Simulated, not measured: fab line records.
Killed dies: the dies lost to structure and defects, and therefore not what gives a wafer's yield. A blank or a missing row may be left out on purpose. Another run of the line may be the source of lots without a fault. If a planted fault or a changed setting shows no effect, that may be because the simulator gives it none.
Comparing a struck lot with a sound one ; flow n5-finfet ; 15 steps out of a route of 1938
Sound: the wafers L746.2, L746.3, L746.4. Struck: wafer L761.4 (L761.1, L761.6, from the same lot, were not struck and are left out); the cause is given at the end.
For every step that has rows: the tool of each side, followed by ch and its chambers, followed by its first start. Under that, the readings that differ: sound wafers ; struck wafers ; difference of the means ; sigmas: that difference in standard deviations of wafers without a fault.
alike: same words and numbers on both sides, and readings whose means sit less than 2 such deviations apart. not compared: any withheld reading, any reading some wafer has no value for, any bound like >300 that may hide the same value, and any number with overlapping values for which the record gives no deviation.
The two part at a step that has a row with sigmas, a row that says differs or no value, or rows on one side only. Numbers that don't overlap but have no deviation are shown without sigmas and don't part them. Lack of a reading on every wafer of one side parts them only where that side has two or more wafers.

N5_BEOL_M2_SPUTTER_90: material Cu, target thk 4.5 nm, time 8.29 s.
  sound on pvd-sputter-03, day 6 18:25; struck on pvd-sputter-03, day 10 21:53
  alike: throttle-valve-pct
N5_BEOL_M2_ANNEAL_91: time 240 s.
  sound on pvd-sputter-03, day 6 18:30; struck on pvd-sputter-03, day 10 21:58
reading;sound;struck;difference;sigmas
heater-power-w (W);684 724 824;937;+193;+2
then, 2 steps without rows for these wafers: N5_BEOL_M2_SPUTTER_92 (material Cu, target thk 4.5 nm, time 8.29 s); N5_BEOL_M2_ANNEAL_93 (time 240 s).
N5_BEOL_M2_SPUTTER_94: material Cu, target thk 4.5 nm, time 8.29 s.
  sound on pvd-sputter-03, day 6 18:52; struck on pvd-sputter-03, day 10 22:20
  alike: throttle-valve-pct
then, 1 step without rows for these wafers: N5_BEOL_M2_ANNEAL_95 (time 240 s).
N5_BEOL_M2_SPUTTER_96: material Cu, target thk 4.5 nm, time 8.29 s.
  sound on pvd-sputter-03, day 6 19:05; struck on pvd-sputter-03, day 10 22:33
  alike: throttle-valve-pct
then, 1 step without rows for these wafers: N5_BEOL_M2_ECD_50 (material Cu, target thk 300 nm).
N5_BEOL_M2_ANNEAL_51: time 90 s.
  sound on rtp-anneal-01 ch 0, day 6 19:31; struck on rtp-anneal-02 ch 0, day 10 22:44
  alike: wafer_temp_C_max
then, 1 step without rows for these wafers: N5_BEOL_M2_CMP_52 (polishes, stops on SiOC, t overpolish 6.8 s, target thk 40 nm).
N5_BEOL_M2_THK_MEAS_53: measures by xrf.
  sound on film-metro-02, day 6 20:04; struck on film-metro-02, day 10 23:20
  alike: M2_THK
then, 1 step without rows for these wafers: N5_BEOL_M2_PRE_CLEAN_60 (time 15 s).
N5_BEOL_M2_CO_CAP_55: material Co, precursor CCTBA/H2, target thk 2 nm, time 102.1 s.
  sound on cvd-co-02 ch 0,2, day 6 20:13; struck on cvd-co-02 ch 0, day 10 23:25
reading;sound;struck;difference;sigmas
run-length-s (s);125.1 125.8 125.2;56.8;-68.6;-99 or more
model.Co_of_BEOL_M2_CO_CAP_55.thk-nm (nm);2 1.8 2;0.8;-1.1;
  alike: chamber-pressure-Torr, heater-power-w
then, 1 step without rows for these wafers: N5_BEOL_M2_PRE_CLEAN_56 (time 15 s).
N5_BEOL_M4_RC_MEAS_101:
  sound on prober-02 ch 0, day 7 19:30; struck on prober-01 ch 0, day 11 18:04
  alike: DIBL_N, DIBL_P, IOFF_N, IOFF_P, ION_N, ION_P, SS_N, SS_P, VT_N, VT_P

## WHERE THEY PART
Earliest at N5_BEOL_M2_ANNEAL_91; latest, in this record, at N5_BEOL_M2_CO_CAP_55. Later steps at which nothing parts them and some readings are alike: N5_BEOL_M4_RC_MEAS_101.

WHY: whatever the simulator had introduced
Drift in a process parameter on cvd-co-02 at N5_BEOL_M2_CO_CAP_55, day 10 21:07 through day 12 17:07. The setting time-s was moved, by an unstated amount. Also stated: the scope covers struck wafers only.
